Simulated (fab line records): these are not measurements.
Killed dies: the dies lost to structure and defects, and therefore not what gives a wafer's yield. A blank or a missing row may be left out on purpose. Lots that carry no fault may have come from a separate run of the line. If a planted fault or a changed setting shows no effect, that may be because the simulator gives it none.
Chamber matching / flow n5Finfet / 4 sister chambers for N5_FIN_CUT_ETCH_21 on rieDiel-03
The step etches SOC in N2/H2, target depth 219 nm, overetch 43.8 nm, time 523.5 s. 4 wafers are shown with their chamber, then 8 later ones without.

== WAFERS PAIRED WITH THEIR CHAMBERS ==
wafer=L088.3; chamber=0; showerheadPlenumPTorr (Torr)=2.55
wafer=L088.5; chamber=3; showerheadPlenumPTorr (Torr)=2.39
wafer=L092.6; chamber=1; showerheadPlenumPTorr (Torr)=2.42
wafer=L093.1; chamber=2; showerheadPlenumPTorr (Torr)=2.58

== WAFERS WITH NO CHAMBER GIVEN ==
wafer=L093.4; showerheadPlenumPTorr (Torr)=2.72
wafer=L093.6; showerheadPlenumPTorr (Torr)=2.42
wafer=L095.1; showerheadPlenumPTorr (Torr)=2.58
wafer=L095.2; showerheadPlenumPTorr (Torr)=2.55
wafer=L095.3; showerheadPlenumPTorr (Torr)=2.42
wafer=L096.1; showerheadPlenumPTorr (Torr)=2.55
wafer=L096.3; showerheadPlenumPTorr (Torr)=2.41
wafer=L096.4; showerheadPlenumPTorr (Torr)=2.58

== EACH ONE'S CHAMBER ==
wafer=L093.4; from the rows above=can't be placed: 2 or 0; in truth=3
wafer=L093.6; from the rows above=can't be placed: 1 or 3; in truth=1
wafer=L095.1; from the rows above=can't be placed: 2 or 0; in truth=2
wafer=L095.2; from the rows above=can't be placed: 0 or 2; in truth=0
wafer=L095.3; from the rows above=can't be placed: 1 or 3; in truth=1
wafer=L096.1; from the rows above=can't be placed: 0 or 2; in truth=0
wafer=L096.3; from the rows above=can't be placed: 1 or 3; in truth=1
wafer=L096.4; from the rows above=can't be placed: 2 or 0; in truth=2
Placed correctly: 0 of 8. Can't be placed from these rows: 8 (the true chamber is among the candidates in 7). Number placed wrongly: 0.
How it was worked out, from the rows above alone: a wafer's distance from a chamber is the root of the sum, over the readings, of the square of ((its reading less the chamber's mean) divided by the reading's scatter). The wafer belongs to the nearest chamber; if the next one is less than 2 further off, it can't be placed. The mean given for a chamber averages the wafers shown for that chamber. The scatter (one wafer shown for each chamber): square how far every hidden wafer sits from the nearest shown wafer, average those squares and take the square root.
